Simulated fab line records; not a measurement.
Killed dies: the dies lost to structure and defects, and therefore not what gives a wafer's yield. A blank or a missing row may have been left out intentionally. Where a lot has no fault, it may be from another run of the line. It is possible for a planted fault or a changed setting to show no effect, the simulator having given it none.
Chamber matching :: flow nand-harc :: NHARC_A_SGD_CUT_ETCHBACK_24 on rie-diel-09 has 4 sister chambers
The step etches the open film in CH3F/O2, target depth 50 nm, time 92.857 s. 4 wafers are shown with their chamber, then 10 later ones without.

## EACH WAFER AND ITS CHAMBER
wafer: L084.4
chamber: 0
drypump-motor-current-A (A): 6.1

wafer: L088.1
chamber: 1
drypump-motor-current-A (A): 6.3

wafer: L089.2
chamber: 3
drypump-motor-current-A (A): 5.9

wafer: L089.4
chamber: 2
drypump-motor-current-A (A): 6.1

## WAFERS WITH NO CHAMBER GIVEN
wafer: L089.5
drypump-motor-current-A (A): 5.9

wafer: L091.2
drypump-motor-current-A (A): 6.0

wafer: L091.4
drypump-motor-current-A (A): 6.1

wafer: L091.5
drypump-motor-current-A (A): 5.9

wafer: L094.2
drypump-motor-current-A (A): 6.3

wafer: L094.5
drypump-motor-current-A (A): 6.3

wafer: L094.6
drypump-motor-current-A (A): 6.0

wafer: L096.1
drypump-motor-current-A (A): 6.0

wafer: L096.3
drypump-motor-current-A (A): 5.9

wafer: L096.4
drypump-motor-current-A (A): 6.3

## CHAMBER TAKEN BY EACH
wafer: L089.5
from the rows above: 3
in truth: 3

wafer: L091.2
from the rows above: can't be placed: 0 or 2 or 3
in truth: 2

wafer: L091.4
from the rows above: can't be placed: 0 or 2
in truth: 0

wafer: L091.5
from the rows above: 3
in truth: 3

wafer: L094.2
from the rows above: 1
in truth: 1

wafer: L094.5
from the rows above: 1
in truth: 1

wafer: L094.6
from the rows above: can't be placed: 0 or 2 or 3
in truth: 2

wafer: L096.1
from the rows above: can't be placed: 0 or 2 or 3
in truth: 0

wafer: L096.3
from the rows above: 3
in truth: 3

wafer: L096.4
from the rows above: 1
in truth: 1
6 of 10 placed correctly. Can't be placed from these rows: 4 (the true chamber is among the candidates in 4). Wrongly placed: 0.
How it was worked out, from the rows above alone: a wafer's distance from a chamber is the root of the sum, over the readings, of the square of ((its reading less the chamber's mean) divided by the reading's scatter). If the next closest chamber is less than 2 further off than the closest, the wafer can't be placed; otherwise it belongs to the closest. The mean given for a chamber averages the wafers shown for that chamber. The scatter: root of mean squared gap, hidden wafer to nearest shown wafer, with one shown wafer a chamber.
